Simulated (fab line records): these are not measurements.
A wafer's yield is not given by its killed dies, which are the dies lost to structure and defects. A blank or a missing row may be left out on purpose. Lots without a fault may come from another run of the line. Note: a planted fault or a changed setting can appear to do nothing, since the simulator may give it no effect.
Shared-tool check ; flow nand_harc ; Sampled: 2 lots, 6 wafers

## REASON IT WAS OPENED
Flagged at NHARC_END_SORT_01: reading killed_at_periphery, on 2 of 2 lots. Fault-free wafers read 4.2, with a standard deviation of 2.8.
Rule: flag the lot when none of its wafers has a number, or when each of its wafers that has one lies beyond 4 standard deviations from that mean. The other lots count as sound.

lot;measured;on;killed_at_periphery, wafer by wafer;flag
L441;day 28 17:43;prober-01;604 619 622;FLAGGED
L442;day 29 22:07;prober-01;622 641 638;FLAGGED
Flagged lots average 624.3: +620.1 relative to the usual, that is +99 or more standard deviations.

## WHICH TOOL EACH LOT WENT THROUGH
Before the reading, the record contains 4 process steps out of a 1302-step route. Cell contents, in order: the tool; ch with the chambers the sampled wafers went through; the start.
lot;flag;NHARC_P_GATE_STRIP_113;NHARC_P_GATE_STRIP_95;NHARC_P_GATE_DEGAS_109;NHARC_P_CONTACT_CMP_01
L441;FLAGGED;plasma_asher-02 ch 0,1, day 10 13:15;plasma_asher-02 ch 0,1, day 10 13:46;pvd_sputter-02, day 10 14:40;cmp-04 ch 0,2, day 10 16:38
L442;FLAGGED;plasma_asher-02 ch 0,1, day 11 00:52;plasma_asher-02 ch 0,1, day 11 01:35;pvd_sputter-03, day 11 02:28;cmp-02 ch 1,2,3, day 11 04:13
What the steps here do:
- NHARC_P_GATE_STRIP_113: strips in N2/H2, time 740 s.
- NHARC_P_GATE_STRIP_95: strips in O2.
- NHARC_P_GATE_DEGAS_109: time 60 s.
- NHARC_P_CONTACT_CMP_01: polishes SiO2, target thk 200 nm.
- NHARC_END_SORT_01

## FLAGGED OVER TOTAL, TOOL BY TOOL (the gauges that took the reading come last)
step;tool;lots run;flagged;share of the flagged lots;sound lots run after its first flagged lot
NHARC_P_GATE_STRIP_113;plasma_asher-02;2;2;all;0
NHARC_P_GATE_STRIP_95;plasma_asher-02;2;2;all;0
NHARC_P_GATE_DEGAS_109;pvd_sputter-02;1;1;some;0
NHARC_P_GATE_DEGAS_109;pvd_sputter-03;1;1;some;0
NHARC_P_CONTACT_CMP_01;cmp-02;1;1;some;0
NHARC_P_CONTACT_CMP_01;cmp-04;1;1;some;0
NHARC_END_SORT_01;prober-01;2;2;all;0

## WHAT IS ALLOWED BY THE TABLE
Every flagged lot was run by 3 rows of the table: plasma_asher-02 at NHARC_P_GATE_STRIP_113, plasma_asher-02 at NHARC_P_GATE_STRIP_95 and prober-01 at NHARC_END_SORT_01.
- plasma_asher-02 at NHARC_P_GATE_STRIP_113 ran 2 lots, 2 of them flagged. With no sound lot run before its first flagged lot in this sample, there is nothing to narrow down the start.
- plasma_asher-02 at NHARC_P_GATE_STRIP_95 ran 2 lots, 2 of them flagged. With no sound lot run before its first flagged lot in this sample, there is nothing to narrow down the start.
- prober-01 at NHARC_END_SORT_01 ran 2 lots, 2 of them flagged. With no sound lot run before its first flagged lot in this sample, there is nothing to narrow down the start.
A lot count leaves these 2 tools indistinguishable: every one of them fits a fault beginning at some hour. More lots, or a look at what each step does to the wafer, might.

## WHAT THE SIMULATOR PUT IN
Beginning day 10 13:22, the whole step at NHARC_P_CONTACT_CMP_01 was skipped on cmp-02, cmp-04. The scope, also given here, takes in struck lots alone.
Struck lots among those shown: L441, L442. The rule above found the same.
